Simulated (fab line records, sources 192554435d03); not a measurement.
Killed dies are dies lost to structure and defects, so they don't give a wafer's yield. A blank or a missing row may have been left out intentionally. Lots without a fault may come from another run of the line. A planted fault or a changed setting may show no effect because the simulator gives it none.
Matching of chambers | flow n5_finfet | N5_FIN_SAQP_DESCUM_21 on rie_diel-05: 4 sister chambers
The step chemistry O2, time 7.9 s. 8 wafers are shown with their chamber, then 12 later ones without.

## WAFERS PAIRED WITH THEIR CHAMBERS
wafer  | chamber | drypump_motor_current_A (A) | showerhead_plenum_p_Torr (Torr)
L079.3 | 3       | 5.8                         | 2.06
L079.4 | 1       | 5.5                         | 2.19
L079.5 | 3       | 5.8                         | 2.06
L084.5 | 2       | 5.5                         | 2.14
L084.6 | 1       | 5.5                         | 2.18
L085.2 | 0       | 5.6                         | 2.23
L085.4 | 2       | 5.5                         | 2.14
L085.5 | 0       | 5.7                         | 2.23

## WAFERS WHOSE CHAMBER IS MISSING
wafer  | drypump_motor_current_A (A) | showerhead_plenum_p_Torr (Torr)
L090.3 | 5.5                         | 2.18
L090.4 | 5.5                         | 2.13
L090.6 | 5.5                         | 2.18
L095.1 | 5.8                         | 2.05
L095.4 | 5.5                         | 2.17
L095.5 | 5.7                         | 2.22
L097.1 | 5.6                         | 2.22
L097.2 | 5.8                         | 2.05
L097.3 | 5.5                         | 2.17
L097.4 | 5.5                         | 2.13
L097.5 | 5.8                         | 2.05
L097.6 | 5.6                         | 2.22

## EACH ONE'S CHAMBER
wafer  | from the rows above | in truth
L090.3 | 1                   | 1
L090.4 | 2                   | 2
L090.6 | 1                   | 1
L095.1 | 3                   | 3
L095.4 | 1                   | 1
L095.5 | 0                   | 0
L097.1 | 0                   | 0
L097.2 | 3                   | 3
L097.3 | 1                   | 1
L097.4 | 2                   | 2
L097.5 | 3                   | 3
L097.6 | 0                   | 0
Correct placement for 12 of the 12. From these rows, 0 cannot be placed. 0 placed wrongly.
How it was worked out, from the rows above alone: a wafer's distance from a chamber is the root of the sum, over the readings, of the square of ((its reading less the chamber's mean) divided by the reading's scatter). If the next closest chamber is less than 2 further off than the closest, the wafer can't be placed; otherwise it belongs to the closest. Each chamber's mean is taken over the wafers shown for it. How the scatter is found: for the shown wafers, subtract from each reading the mean of its chamber, square and add these, divide the total by (wafers less chambers), then take the root.
